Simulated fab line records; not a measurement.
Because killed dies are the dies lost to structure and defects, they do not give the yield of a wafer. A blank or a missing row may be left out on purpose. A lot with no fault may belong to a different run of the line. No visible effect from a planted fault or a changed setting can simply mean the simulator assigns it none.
Comparing a struck lot with a sound one :: flow n5-finfet :: 14 steps out of a route of 1938
Sound: these wafers, L298.2, L298.3, L298.4. Struck: wafer L310.1 (left out: L310.6, a lot-mate that was not struck); the cause follows at the end.
Order at every step that has rows: each side's tool, ch and its chambers, its first start. Under that, the readings that differ: sound wafers :: struck wafers :: difference of the means :: sigmas: that difference in standard deviations of wafers without a fault.
alike: same words and numbers on both sides, and readings whose means sit less than 2 such deviations apart. not compared: any withheld reading, any reading some wafer has no value for, any bound like >300 that may hide the same value, and any number with overlapping values for which the record gives no deviation.
A row with sigmas, a row that says differs or no value, or rows on one side alone: a step with any of these is where the two part. Numbers that don't overlap but have no deviation are shown without sigmas and don't part them. A reading that every wafer of one side lacks parts them only if that side has two wafers or more.

N5_BEOL_M6_CURE_75: cures SiCOH lowk, time 120 s.
  sound on uv-cure-03 ch 1, day 9 18:11; struck on uv-cure-01 ch 1, day 13 00:42
reading: wafer_temp_C_max
sound: 371.5 371.8 371.7
struck: 370.4
difference: -1.3
sigmas: -2
  alike: lamp-power-pct
N5_BEOL_M6_DEGAS_44: time 60 s.
  sound on pvd-sputter-02 at day 9 18:28; struck on pvd-sputter-03 at day 13 01:05
  alike: heater-power-w
then, 2 steps without rows for these wafers: N5_BEOL_M6_PRE_CLEAN_45 (time 30 s); N5_BEOL_M6_ALD_77 (deposits TaN, target thk 2 nm, pulse time 2 s, purge time 3 s).
N5_BEOL_M6_SURFACE_TREAT_79:
  sound on pvd-sputter-02 at day 9 20:23; struck on pvd-sputter-01 at day 13 02:49
  not compared: pressure-mtorr, throttle-valve-pct
then, 3 steps without rows for these wafers: N5_BEOL_M6_CVD_78 (deposits Co from CCTBA/H2, target thk 2 nm, time 142.3 s); N5_BEOL_M6_SPUTTER_48 (material Cu, target thk 10 nm, time 1.667 s); N5_BEOL_M6_ECD_50 (material Cu, target thk 300 nm).
N5_BEOL_M6_ANNEAL_51: time 90 s.
  sound on rtp-anneal-02 ch 0, day 9 20:58; struck on rtp-anneal-02 ch 0, day 13 03:41
  alike: wafer_temp_C_max
N5_BEOL_M6_CMP_52: polishes, stops on SiCOH lowk, t overpolish 6.9 s, target thk 80 nm.
  sound on cmp-02 ch 1,2,3, day 9 21:15; struck on cmp-02 ch 3, day 13 04:05
  alike: barrier-field-endpoint-s, motor-current-A, overpolish-run-s, time-to-endpoint-s
N5_BEOL_M6_THK_MEAS_53: measures by xrf.
  sound on film-metro-01 at day 9 21:30; struck on film-metro-01 at day 13 04:16
  alike: M6_THK
then, 1 step without rows for these wafers: N5_BEOL_M6_PRE_CLEAN_55 (time 15 s).
N5_BEOL_M6_DEP_56: deposits SiCN from 3MS/NH3, target thk 10 nm, time 17.5 s.
  sound on pecvd-02 ch 0,1,2, day 9 21:34; struck on pecvd-02 ch 1, day 13 04:20
reading: model.SiCN_of_BEOL_M6_DEP_56.thk-nm (nm)
sound: 9.8 10 10.2
struck: 10.4
difference: +0.4
sigmas: 
  alike: showerhead-plenum-p-Torr, throttle-valve-pct
N5_BEOL_M6_RS_MEAS_57: a four-point-probe measurement.
  sound on film-metro-01 at day 9 21:38; struck on film-metro-01 at day 13 04:24
reading: M6_RS (ohm/sq)
sound: 0.298 0.300 0.305
struck: 0.277
difference: -0.024
sigmas: -3

WHERE THEY PART
First at N5_BEOL_M6_CURE_75; last, within this record, at N5_BEOL_M6_RS_MEAS_57.

WHY: whatever the simulator had introduced
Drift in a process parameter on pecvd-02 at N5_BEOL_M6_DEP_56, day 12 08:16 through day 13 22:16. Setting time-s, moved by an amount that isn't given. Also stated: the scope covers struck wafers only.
